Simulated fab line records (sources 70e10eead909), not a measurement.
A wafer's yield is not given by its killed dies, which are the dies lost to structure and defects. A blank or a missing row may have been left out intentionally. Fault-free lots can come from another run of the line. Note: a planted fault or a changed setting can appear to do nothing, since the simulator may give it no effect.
Struck lot and sound lot, side by side || flow nandHarc || 25 steps out of a route of 1302
Sound: wafers L885.3, L885.4, L885.6. Struck: wafers L895.1, L895.2, L895.3. The cause is named last.
For every step that has rows: the tool of each side, followed by ch and its chambers, followed by its first start. Under that, the readings that differ: sound wafers || struck wafers || difference of the means || sigmas: that difference in standard deviations of wafers without a fault.
alike: readings with means less than 2 such deviations apart, plus words and numbers identical on both sides. not compared: withheld readings, readings lacking a value on some wafer, bounds such as >300 that could conceal the same value, and numbers that have no deviation in the record and whose values overlap.
A row with sigmas, a row that says differs or no value, or rows on one side alone: a step with any of these is where the two part. Numbers that don't overlap but have no deviation are shown without sigmas and don't part them. Lack of a reading on every wafer of one side parts them only where that side has two or more wafers.

first, 1 step without rows for these wafers: NHARC_P_M0_SRD_25.
NHARC_P_M0_INSPECT_27:
  sound on defectInspect-01, day 6 08:52; struck on defectInspect-02, day 10 08:58
  alike: rawDefectCount
NHARC_P_M0_PRE_CLEAN_31: time 12 s.
  sound on pecvd-02 ch 0,2, day 6 08:57; struck on pecvd-03 ch 0,1,2, day 10 09:05
  alike: heaterPowerOuterW, heaterPowerW, rfFwdPowerW
NHARC_P_M0_DEP_32: deposits SiCN, target thk 30 nm.
  sound on pecvd-02 ch 0,2, day 6 09:05; struck on pecvd-03 ch 0,1,2, day 10 09:10
  alike: chamberPressureTorr, heaterPowerOuterW, heaterPowerW, rfFwdPowerW
then, 7 steps without rows for these wafers: NHARC_P_M1_DEP_00 (deposits SiOC, target thk 182.5 nm); NHARC_P_M1_DEHYDRATE_01 (time 120 s); NHARC_P_M1_HMDS_02 (time 30 s); NHARC_P_M1_COAT_34 (time 65 s); NHARC_P_M1_COAT_03 (resist thk 90 nm); NHARC_P_M1_SOFTBAKE_04 (time 55 s); NHARC_P_M1_EBR_05.
NHARC_P_M1_EXPOSE_06: exposes mask P M1, target cd 130 nm.
  sound on arfiScanner-02 ch 0, day 6 10:08; struck on arfiScanner-01 ch 0, day 10 10:17
{"reading": "exposureDoseMJCm2", "sound": "81.67 81.83 81.83", "struck": "72.65 72.46 72.59", "difference": -9.21, "sigmas": "-99 or more"}
  alike: mask
then, 2 steps without rows for these wafers: NHARC_P_M1_PEB_07 (peb time 65 s); NHARC_P_M1_DEVELOP_08 (develop time 35 s).
NHARC_P_M1_CD_MEAS_09 targets a cd of 130 nm.
  sound on cdSem-01 ch 0, day 6 10:16; struck on cdSem-03 ch 0
{"reading": "cdNm (nm)", "sound": "130.4 130.4 129.9", "struck": "123.0 121.8 124.8", "difference": -7.0, "sigmas": -9}
  not compared: hold
NHARC_P_M1_OVL_MEAS_10: pitch 260 nm.
  sound on overlay-02, day 6 10:21; struck on overlay-01, day 10 12:10
{"reading": "hold", "sound": "- - -", "struck": "awaitDispo/1.5h/release awaitDispo/1.5h/release awaitDispo/1.5h/release", "difference": "no value on the sound wafers", "sigmas": ""}
  alike: overlayXNm, overlayYNm
NHARC_P_M1_INSPECT_11:
  sound on defectInspect-02, day 6 10:23; struck on defectInspect-01, day 10 12:11
  alike: rawDefectCount
NHARC_P_M1_DESCUM_14: chemistry O2, time 3 s.
  sound on rieDiel-01 ch 1,2,3, day 6 10:27; struck on rieDiel-12 ch 0,1,3, day 10 12:16
{"reading": "model.P_M1.cdNm (nm)", "sound": "130.8 131.9 129.6", "struck": "122.2 121.4 124.3", "difference": -8.1, "sigmas": ""}
  alike: drypumpMotorCurrentA, oesProductAu, rfVppV, showerheadPlenumPTorr, throttleValvePct
  not compared: rfHoursCounterH
NHARC_P_M1_ETCH_35: etches the open film in N2/H2, target depth 40 nm, overetch 12 nm, time 43.94 s.
  sound on rieDiel-01 ch 0,1,3, day 6 10:32; struck on rieDiel-12 ch 0,1,2, day 10 12:20
  alike: drypumpMotorCurrentA, oesProductAu, rfFwdPowerW, rfVppV, showerheadPlenumPTorr, throttleValvePct
  not compared: rfHoursCounterH
NHARC_P_M1_ETCH_15: etches the open film in C4F8/Ar, target depth 182.5 nm, time 91.2 s.
  sound on rieDiel-01 ch 0,2,3; struck on rieDiel-12 ch 1,2,3
  alike: oesProductAu, rfFwdPowerW, rfVppV
  not compared: rfHoursCounterH
NHARC_P_M1_CD_MEAS_16:
  sound on cdSem-03, day 6 10:46; struck on cdSem-03, day 10 12:46
{"reading": "cdNm (nm)", "sound": "131.1 132.6 129.3", "struck": "121.6 121.0 124.9", "difference": -8.5, "sigmas": -8}
  not compared: hold
NHARC_P_M1_STRIP_18: strips in N2/H2.
  sound on rieDiel-12 ch 0,2, day 6 10:49; struck on rieDiel-01 ch 1,2,3, day 10 14:37
{"reading": "hold", "sound": "- - -", "struck": "awaitDispo/1.8h/release awaitDispo/1.8h/release awaitDispo/1.8h/release", "difference": "no value on the sound wafers", "sigmas": ""}
  alike: drypumpMotorCurrentA, oesProductAu, rfFwdPowerW, rfVppV, showerheadPlenumPTorr, throttleValvePct
  not compared: rfHoursCounterH
NHARC_P_M1_ETCH_28: etches the open film in CF4/N2, target depth 30 nm, time 72.99 s.
  sound on rieDiel-12 ch 0,1,3; struck on rieDiel-01 ch 0,1,2
{"reading": "throttleValvePct (%)", "sound": "19.790 19.786 19.774", "struck": "19.816 19.790 19.805", "difference": "+0.020", "sigmas": "+2"}
{"reading": "model.P_M1.cdNm (nm)", "sound": "129.8 132.6 128.6", "struck": "122.7 120.5 124.7", "difference": -7.7, "sigmas": ""}
  alike: drypumpMotorCurrentA, oesProductAu, rfFwdPowerW, rfVppV, showerheadPlenumPTorr
  not compared: rfHoursCounterH
then, 1 step without rows for these wafers: NHARC_P_M1_STRIP_19 (strips in post etch residue remover, time 600 s).
-- record jumps: 18 days between struck wafers' starts before vs after; left off in module P_M1, resumes in module END, first step shown is number 1302 of the route --
NHARC_END_SORT_01:
  sound on prober-02 ch 0, day 24 17:19; struck on prober-01 ch 0, day 28 17:29
  alike: defectLimitedYield, killedAtArray, killedAtOther, killedAtPeriphery, killedDies, killedOpen, killedShort

WHERE THEY PART
First at NHARC_P_M1_EXPOSE_06; last, within this record, at NHARC_P_M1_ETCH_28. Later steps at which nothing parts them and some readings are alike: NHARC_END_SORT_01.

WHY: what had been put in by the simulator
Drift in process parameters on arfiScanner-01 at NHARC_P_M1_EXPOSE_06, starting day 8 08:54. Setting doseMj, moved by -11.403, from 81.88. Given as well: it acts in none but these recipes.
